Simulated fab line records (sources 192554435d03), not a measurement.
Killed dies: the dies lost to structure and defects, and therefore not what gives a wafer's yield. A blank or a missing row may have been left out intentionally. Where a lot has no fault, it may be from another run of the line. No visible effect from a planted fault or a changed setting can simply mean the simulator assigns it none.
Matching of chambers ; flow n5_finfet ; N5_BEOL_M9_DESCUM_16 on rie_diel-03 has 4 sister chambers
The step chemistry O2, time 7.9 s. 8 wafers are shown with their chamber, then 7 later ones without.

== EACH WAFER AND ITS CHAMBER ==
wafer;chamber;showerhead_plenum_p_Torr (Torr);drypump_motor_current_A (A)
L077.2;3;2.23;5.5
L080.1;2;2.23;5.3
L080.2;1;2.15;6.0
L080.4;3;2.22;5.5
L080.5;1;2.15;6.0
L080.6;0;2.04;4.7
L090.2;2;2.22;5.3
L090.3;0;2.03;4.8

== WAFERS MISSING THEIR CHAMBER ==
wafer;showerhead_plenum_p_Torr (Torr);drypump_motor_current_A (A)
L090.6;2.22;5.5
L093.3;2.03;4.8
L093.4;2.21;5.5
L093.5;2.03;4.8
L097.1;2.22;5.3
L097.2;2.03;4.8
L097.5;2.21;5.5

== CHAMBER TAKEN BY EACH ==
wafer;from the rows above;in truth
L090.6;3;3
L093.3;0;0
L093.4;3;3
L093.5;0;0
L097.1;2;2
L097.2;0;0
L097.5;3;3
Correctly placed: 7 of 7. From these rows, 0 cannot be placed. Wrongly placed: 0.
How it was worked out, from the rows above alone: a wafer's distance from a chamber is the root of the sum, over the readings, of the square of ((its reading less the chamber's mean) divided by the reading's scatter). The wafer belongs to the nearest chamber; if the next one is less than 2 further off, it can't be placed. The mean given for a chamber averages the wafers shown for that chamber. How the scatter is found: for the shown wafers, subtract from each reading the mean of its chamber, square and add these, divide the total by (wafers less chambers), then take the root.
